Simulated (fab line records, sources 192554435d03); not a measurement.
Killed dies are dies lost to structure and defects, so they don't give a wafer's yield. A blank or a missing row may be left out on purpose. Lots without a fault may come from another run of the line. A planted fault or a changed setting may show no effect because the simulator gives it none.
Which tool did it? | flow n5_finfet | 24 lots, 72 wafers sampled, at 3 steps of a route of 1938

WHAT THE GAUGES READ, wafer by wafer
N5_BEOL_M5_THK_MEAS_53: measures by xrf. Usual: M5_THK 60.5 nm, standard deviation 1.6.
lot  | measured     | on            | M5_THK (nm)    | flag
L074 | day 8 21:53  | film_metro-01 | 61.1 65.1 61.1 |
L075 | day 9 00:35  | film_metro-01 | 58.1 58.7 57.0 |
L076 | day 9 09:19  | film_metro-02 | 61.4 59.5 60.2 |
L077 | day 9 13:43  | film_metro-02 | 59.5 60.0 59.8 |
L078 | day 9 13:52  | film_metro-01 | 60.4 62.2 62.7 |
L079 | day 10 04:32 | film_metro-01 | 58.8 59.2 60.1 |
L080 | day 10 10:25 | film_metro-02 | 62.0 60.8 61.8 |
L081 | day 10 15:08 | film_metro-02 | 61.7 62.6 61.5 |
L082 | day 10 17:22 | film_metro-02 | 61.9 62.7 63.1 |
L084 | day 10 18:45 | film_metro-02 | 61.4 61.5 60.8 |
L083 | day 10 20:26 | film_metro-02 | 61.4 62.0 60.0 |
L085 | day 11 16:00 | film_metro-02 | 63.8 61.8 63.8 |
L086 | day 11 23:35 | film_metro-01 | 62.2 61.4 59.1 |
L089 | day 12 09:23 | film_metro-01 | 62.3 61.6 60.9 |
L088 | day 12 14:56 | film_metro-01 | 58.4 60.9 58.3 |
L090 | day 12 19:33 | film_metro-02 | 59.1 60.0 60.7 |
L087 | day 13 01:36 | film_metro-01 | 61.2 60.0 59.0 |
L092 | day 13 04:14 | film_metro-02 | 60.2 60.4 57.6 |
L094 | day 13 17:17 | film_metro-02 | 60.1 62.7 60.9 |
L093 | day 13 19:04 | film_metro-02 | 59.3 61.8 62.2 |
L091 | day 13 23:50 | film_metro-01 | 60.1 58.4 61.4 |
L095 | day 14 01:13 | film_metro-01 | 58.5 58.8 59.9 |
L096 | day 14 05:35 | film_metro-02 | 59.8 59.2 58.8 |
L097 | day 14 09:32 | film_metro-02 | 61.1 62.1 60.8 |

WHICH TOOL RAN EACH LOT (tool, then ch and the chambers of the sampled wafers, then the start)
lot  | N5_BEOL_M5_DESCUM_33               | N5_BEOL_M5_ETCH_75
L074 | rie_diel-05 ch 0,2,3, day 8 13:58  | rie_diel-05 ch 0,2,3, day 8 14:00
L075 | rie_diel-06 ch 0,1,3, day 8 17:44  | rie_diel-06 ch 0,1,3, day 8 17:46
L076 | rie_diel-06 ch 0,1,3, day 9 01:37  | rie_diel-06 ch 0,1,3, day 9 01:39
L077 | rie_diel-06 ch 0,2,3, day 9 06:02  | rie_diel-06 ch 0,2,3, day 9 06:04
L078 | rie_diel-05 ch 1,2,3, day 9 06:11  | rie_diel-05 ch 1,2,3, day 9 06:14
L079 | rie_diel-06 ch 2,3, day 9 20:47    | rie_diel-06 ch 2,3, day 9 20:50
L080 | rie_diel-06 ch 1,2,3, day 10 02:57 | rie_diel-06 ch 1,2,3, day 10 02:59
L081 | rie_diel-06 ch 1,2,3, day 10 08:08 | rie_diel-06 ch 1,2,3, day 10 08:10
L082 | rie_diel-05 ch 0,3, day 10 10:13   | rie_diel-05 ch 0,3, day 10 10:14
L084 | rie_diel-01 ch 0,1,2, day 10 11:32 | rie_diel-01 ch 0,1,2, day 10 11:34
L083 | rie_diel-01 ch 0,1,3, day 10 12:01 | rie_diel-01 ch 0,1,3, day 10 12:02
L085 | rie_diel-01 ch 0,2,3, day 11 09:13 | rie_diel-01 ch 0,2,3, day 11 09:15
L086 | rie_diel-05 ch 1,3, day 11 16:37   | rie_diel-05 ch 1,3, day 11 16:40
L089 | rie_diel-01 ch 0,2,3, day 12 02:05 | rie_diel-01 ch 0,2,3, day 12 02:07
L088 | rie_diel-01 ch 0,1,2, day 12 07:38 | rie_diel-01 ch 0,1,2, day 12 07:40
L090 | rie_diel-06 ch 0,3, day 12 12:13   | rie_diel-06 ch 0,3, day 12 12:14
L087 | rie_diel-06 ch 0,1,3, day 12 17:58 | rie_diel-06 ch 0,1,3, day 12 18:00
L092 | rie_diel-06 ch 0,1, day 12 20:58   | rie_diel-06 ch 0,1, day 12 21:00
L094 | rie_diel-06 ch 0,3, day 13 10:10   | rie_diel-06 ch 0,3, day 13 10:13
L093 | rie_diel-05 ch 1,2,3, day 13 10:53 | rie_diel-05 ch 1,2,3, day 13 10:55
L091 | rie_diel-05 ch 0,1,2, day 13 17:01 | rie_diel-05 ch 0,1,2, day 13 17:03
L095 | rie_diel-05 ch 0,1,3, day 13 17:27 | rie_diel-05 ch 0,1,3, day 13 17:29
L096 | rie_diel-01 ch 0,2, day 13 22:37   | rie_diel-01 ch 0,2, day 13 22:38
L097 | rie_diel-06 ch 2,3, day 14 01:58   | rie_diel-06 ch 2,3, day 14 01:59
- N5_BEOL_M5_DESCUM_33: chemistry O2, time 7 s.
- N5_BEOL_M5_ETCH_75: etches underlayer in N2/H2, target depth 6.5 nm, time 5.2 s.

WHAT THE TOOLS THEMSELVES READ (means of the sampled wafers that have a number; where no wafer has one, the mark that the record gives instead)
N5_BEOL_M5_DESCUM_33. Usual: bias_power_w 20.01 W, standard deviation 0.058; drypump_motor_current_A 5.7 A, standard deviation 0.5; oes_product_au 0.74 a.u., standard deviation 0.049; rf_vpp_V 242.9 V, standard deviation 1.4; showerhead_plenum_p_Torr 2.08 Torr, standard deviation 0.068; throttle_valve_pct 20.58 %, standard deviation 0.22.
lot  | tool        | bias_power_w (W) | drypump_motor_current_A (A) | oes_product_au (a.u.) | rf_vpp_V (V) | showerhead_plenum_p_Torr (Torr) | throttle_valve_pct (%) | flag
L074 | rie_diel-05 | 20.01            | 5.6                         | 0.77                  | 243.1        | 2.07                            | 20.55                  |
L075 | rie_diel-06 | 20.04            | 5.7                         | 0.74                  | 242.8        | 2.10                            | 20.57                  |
L076 | rie_diel-06 | 19.99            | 5.7                         | 0.74                  | 242.7        | 2.10                            | 20.58                  |
L077 | rie_diel-06 | 20.01            | 6.0                         | 0.73                  | 243.6        | 2.12                            | 20.52                  |
L078 | rie_diel-05 | 19.98            | 5.4                         | 0.74                  | 243.0        | 2.09                            | 20.67                  |
L079 | rie_diel-06 | 20.07            | 6.1                         | 0.70                  | 243.4        | 2.11                            | 20.71                  |
L080 | rie_diel-06 | 20.03            | 5.7                         | 0.71                  | 242.9        | 2.09                            | 20.78                  |
L081 | rie_diel-06 | 20.00            | 5.7                         | 0.70                  | 242.5        | 2.09                            | 20.78                  |
L082 | rie_diel-05 | 20.06            | 5.5                         | 0.75                  | 242.0        | 2.04                            | 20.45                  |
L084 | rie_diel-01 | 19.98            | 5.9                         | 0.78                  | 241.7        | 2.02                            | 20.40                  |
L083 | rie_diel-01 | 20.01            | 5.8                         | 0.74                  | 242.2        | 2.04                            | 20.47                  |
L085 | rie_diel-01 | 19.99            | 5.7                         | 0.79                  | 242.7        | 2.06                            | 20.40                  |
L086 | rie_diel-05 | 20.00            | 4.9                         | 0.72                  | 243.7        | 2.08                            | 20.60                  |
L089 | rie_diel-01 | 19.97            | 5.6                         | 0.78                  | 242.7        | 2.06                            | 20.41                  |
L088 | rie_diel-01 | 20.01            | 5.9                         | 0.77                  | 242.5        | 2.02                            | 20.42                  |
L090 | rie_diel-06 | 20.01            | 5.8                         | 0.73                  | 242.7        | 2.06                            | 20.50                  |
L087 | rie_diel-06 | 20.02            | 5.7                         | 0.72                  | 242.4        | 2.09                            | 20.61                  |
L092 | rie_diel-06 | 20.01            | 5.6                         | 0.72                  | 243.6        | 2.13                            | 20.71                  |
L094 | rie_diel-06 | 19.95            | 6.0                         | 0.74                  | 243.5        | 2.12                            | 20.39                  |
L093 | rie_diel-05 | 20.01            | 5.4                         | 0.71                  | 242.6        | 2.08                            | 20.72                  |
L091 | rie_diel-05 | 19.98            | 5.8                         | 0.72                  | 242.5        | 2.05                            | 20.70                  |
L095 | rie_diel-05 | 20.05            | 5.2                         | 0.71                  | 242.9        | 2.05                            | 20.61                  |
L096 | rie_diel-01 | 20.03            | 5.5                         | 0.78                  | 242.7        | 2.05                            | 20.35                  |
L097 | rie_diel-06 | 20.01            | 6.0                         | 0.88                  | 243.3        | 2.10                            | 20.48                  |

N5_BEOL_M5_ETCH_75. Usual: drypump_motor_current_A 5.7 A, standard deviation 0.5; etch_rf_on_time_s 5.26 s, standard deviation 0.11; oes_product_au 0.63 a.u., standard deviation 0.044; rf_vpp_V 523.2 V, standard deviation 2.5; showerhead_plenum_p_Torr 2.52 Torr, standard deviation 0.08; throttle_valve_pct 18.02 %, standard deviation 0.23.
lot  | tool        | drypump_motor_current_A (A) | etch_rf_on_time_s (s) | oes_product_au (a.u.) | rf_vpp_V (V) | showerhead_plenum_p_Torr (Torr) | throttle_valve_pct (%) | flag
L074 | rie_diel-05 | 5.6                         | 5.11                  | 0.66                  | 523.2        | 2.51                            | 17.97                  |
L075 | rie_diel-06 | 5.7                         | 5.29                  | 0.63                  | 523.5        | 2.54                            | 17.90                  |
L076 | rie_diel-06 | 5.8                         | 5.30                  | 0.63                  | 523.7        | 2.54                            | 17.91                  |
L077 | rie_diel-06 | 6.0                         | 5.26                  | 0.62                  | 523.5        | 2.56                            | 17.89                  |
L078 | rie_diel-05 | 5.4                         | 5.21                  | 0.63                  | 524.2        | 2.54                            | 18.12                  |
L079 | rie_diel-06 | 6.1                         | 5.29                  | 0.60                  | 524.8        | 2.55                            | 18.13                  |
L080 | rie_diel-06 | 5.8                         | 5.24                  | 0.60                  | 523.3        | 2.52                            | 18.14                  |
L081 | rie_diel-06 | 5.8                         | 5.32                  | 0.59                  | 523.4        | 2.52                            | 18.16                  |
L082 | rie_diel-05 | 5.4                         | 5.08                  | 0.65                  | 521.2        | 2.46                            | 17.91                  |
L084 | rie_diel-01 | 5.9                         | 5.23                  | 0.66                  | 522.3        | 2.48                            | 17.98                  |
L083 | rie_diel-01 | 5.8                         | 5.28                  | 0.63                  | 522.0        | 2.49                            | 17.98                  |
L085 | rie_diel-01 | 5.6                         | 5.24                  | 0.67                  | 522.8        | 2.51                            | 17.91                  |
L086 | rie_diel-05 | 4.9                         | 5.30                  | 0.61                  | 524.0        | 2.52                            | 18.04                  |
L089 | rie_diel-01 | 5.6                         | 5.21                  | 0.66                  | 522.2        | 2.50                            | 17.92                  |
L088 | rie_diel-01 | 5.9                         | 5.30                  | 0.65                  | 521.4        | 2.47                            | 18.01                  |
L090 | rie_diel-06 | 5.8                         | 5.23                  | 0.61                  | 522.3        | 2.48                            | 17.83                  |
L087 | rie_diel-06 | 5.7                         | 5.31                  | 0.61                  | 523.3        | 2.53                            | 17.94                  |
L092 | rie_diel-06 | 5.6                         | 5.38                  | 0.61                  | 522.8        | 2.57                            | 18.06                  |
L094 | rie_diel-06 | 6.0                         | 5.18                  | 0.63                  | 524.5        | 2.57                            | 17.73                  |
L093 | rie_diel-05 | 5.4                         | 5.29                  | 0.60                  | 523.6        | 2.52                            | 18.17                  |
L091 | rie_diel-05 | 5.7                         | 5.22                  | 0.61                  | 523.3        | 2.50                            | 18.18                  |
L095 | rie_diel-05 | 5.2                         | 5.21                  | 0.61                  | 523.1        | 2.49                            | 18.10                  |
L096 | rie_diel-01 | 5.5                         | 5.24                  | 0.67                  | 523.7        | 2.52                            | 17.93                  |
L097 | rie_diel-06 | 6.1                         | 5.29                  | 0.75                  | 523.9        | 2.54                            | 17.88                  |

THE ANSWER, worked out from the rows above alone
Rule: a lot is off if the mean of its wafers that have a number lies more than 3 standard deviations from the usual mean. A lot without any number at a reading at which 4 lots or more have one is off too. The other lots that the step has rows for count as sound. The gauges are gone through in route order, then the tools' own readings, and for those a lot's mean is taken as printed above. The first step at which some lot is off is used, and at that step the reading that is off furthest; a lot without a number counts as furthest.
No lot is off at any reading shown: from this, nothing can be told.

WHAT THE SIMULATOR HAD PUT IN
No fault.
